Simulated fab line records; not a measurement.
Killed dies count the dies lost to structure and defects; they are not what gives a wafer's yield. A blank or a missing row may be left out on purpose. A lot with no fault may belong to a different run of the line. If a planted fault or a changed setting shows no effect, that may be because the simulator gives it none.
Chamber matching / flow n5-finfet / rie-diel-03 running N5_HKMG_FIN_STRIP_89: 4 sister chambers
The step strips SOC in N2/H2, time 20 s. 14 wafers are shown with their chamber, then 7 later ones without.

## EACH WAFER AND ITS CHAMBER
wafer=L074.2; chamber=1; throttle-valve-pct (%)=19.8; showerhead-plenum-p-Torr (Torr)=3.23; oes-product-au (a.u.)=0.72
wafer=L074.3; chamber=3; throttle-valve-pct (%)=19.0; showerhead-plenum-p-Torr (Torr)=3.16; oes-product-au (a.u.)=0.68
wafer=L074.4; chamber=2; throttle-valve-pct (%)=19.3; showerhead-plenum-p-Torr (Torr)=3.33; oes-product-au (a.u.)=0.68
wafer=L080.2; chamber=1; throttle-valve-pct (%)=19.8; showerhead-plenum-p-Torr (Torr)=3.22; oes-product-au (a.u.)=0.71
wafer=L080.4; chamber=1; throttle-valve-pct (%)=19.8; showerhead-plenum-p-Torr (Torr)=3.22; oes-product-au (a.u.)=0.70
wafer=L080.5; chamber=0; throttle-valve-pct (%)=19.0; showerhead-plenum-p-Torr (Torr)=3.43; oes-product-au (a.u.)=0.95
wafer=L082.1; chamber=1; throttle-valve-pct (%)=19.9; showerhead-plenum-p-Torr (Torr)=3.21; oes-product-au (a.u.)=0.71
wafer=L082.3; chamber=3; throttle-valve-pct (%)=18.5; showerhead-plenum-p-Torr (Torr)=3.56; oes-product-au (a.u.)=0.98
wafer=L082.6; chamber=0; throttle-valve-pct (%)=19.0; showerhead-plenum-p-Torr (Torr)=3.43; oes-product-au (a.u.)=0.92
wafer=L083.2; chamber=1; throttle-valve-pct (%)=19.8; showerhead-plenum-p-Torr (Torr)=3.21; oes-product-au (a.u.)=0.70
wafer=L083.5; chamber=3; throttle-valve-pct (%)=18.5; showerhead-plenum-p-Torr (Torr)=3.56; oes-product-au (a.u.)=0.96
wafer=L083.6; chamber=2; throttle-valve-pct (%)=18.9; showerhead-plenum-p-Torr (Torr)=3.32; oes-product-au (a.u.)=0.93
wafer=L090.1; chamber=3; throttle-valve-pct (%)=18.5; showerhead-plenum-p-Torr (Torr)=3.55; oes-product-au (a.u.)=0.91
wafer=L090.2; chamber=1; throttle-valve-pct (%)=19.9; showerhead-plenum-p-Torr (Torr)=3.20; oes-product-au (a.u.)=0.69

SIGNATURES (averages over the wafers above)
reading=throttle-valve-pct; chamber 0=19.000; chamber 1=19.833; chamber 2=19.100; chamber 3=18.625; scatter within a chamber=0.168
reading=showerhead-plenum-p-Torr; chamber 0=3.4300; chamber 1=3.2150; chamber 2=3.3250; chamber 3=3.4575; scatter within a chamber=0.109
reading=oes-product-au; chamber 0=0.9350; chamber 1=0.7050; chamber 2=0.8050; chamber 3=0.8825; scatter within a chamber=0.0946
Rule: for a wafer and a chamber, the distance is found by dividing, reading by reading, the gap between the wafer's reading and the chamber's mean by the reading's scatter, squaring, summing and taking the root. If the next closest chamber is less than 2 further off than the closest, the wafer can't be placed; otherwise it belongs to the closest. The scatter: take each reading less its chamber's mean, square it, sum over the shown wafers, divide by the number of wafers less the number of chambers, and take the root.

## WAFERS WITH NO CHAMBER GIVEN
wafer=L090.3; throttle-valve-pct (%)=19.0; showerhead-plenum-p-Torr (Torr)=3.42; oes-product-au (a.u.)=0.89
wafer=L095.2; throttle-valve-pct (%)=19.1; showerhead-plenum-p-Torr (Torr)=3.41; oes-product-au (a.u.)=0.88
wafer=L095.3; throttle-valve-pct (%)=18.9; showerhead-plenum-p-Torr (Torr)=3.31; oes-product-au (a.u.)=0.89
wafer=L095.5; throttle-valve-pct (%)=19.9; showerhead-plenum-p-Torr (Torr)=3.20; oes-product-au (a.u.)=0.68
wafer=L097.2; throttle-valve-pct (%)=18.9; showerhead-plenum-p-Torr (Torr)=3.30; oes-product-au (a.u.)=0.86
wafer=L097.3; throttle-valve-pct (%)=18.6; showerhead-plenum-p-Torr (Torr)=3.54; oes-product-au (a.u.)=0.88
wafer=L097.6; throttle-valve-pct (%)=19.1; showerhead-plenum-p-Torr (Torr)=3.41; oes-product-au (a.u.)=0.86

## WHICH CHAMBER EACH ONE RAN IN
wafer=L090.3; from the rows above=can't be placed: 0 or 2 or 3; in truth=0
wafer=L095.2; from the rows above=can't be placed: 0 or 2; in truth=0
wafer=L095.3; from the rows above=can't be placed: 0 or 2 or 3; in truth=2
wafer=L095.5; from the rows above=1; in truth=1
wafer=L097.2; from the rows above=can't be placed: 2 or 0 or 3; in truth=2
wafer=L097.3; from the rows above=can't be placed: 3 or 0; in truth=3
wafer=L097.6; from the rows above=can't be placed: 2 or 0 or 3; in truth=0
Correct placement for 1 of the 7. Cannot be placed on the basis of these rows: 6; the candidates contain the true chamber in 6. 0 placed wrongly.
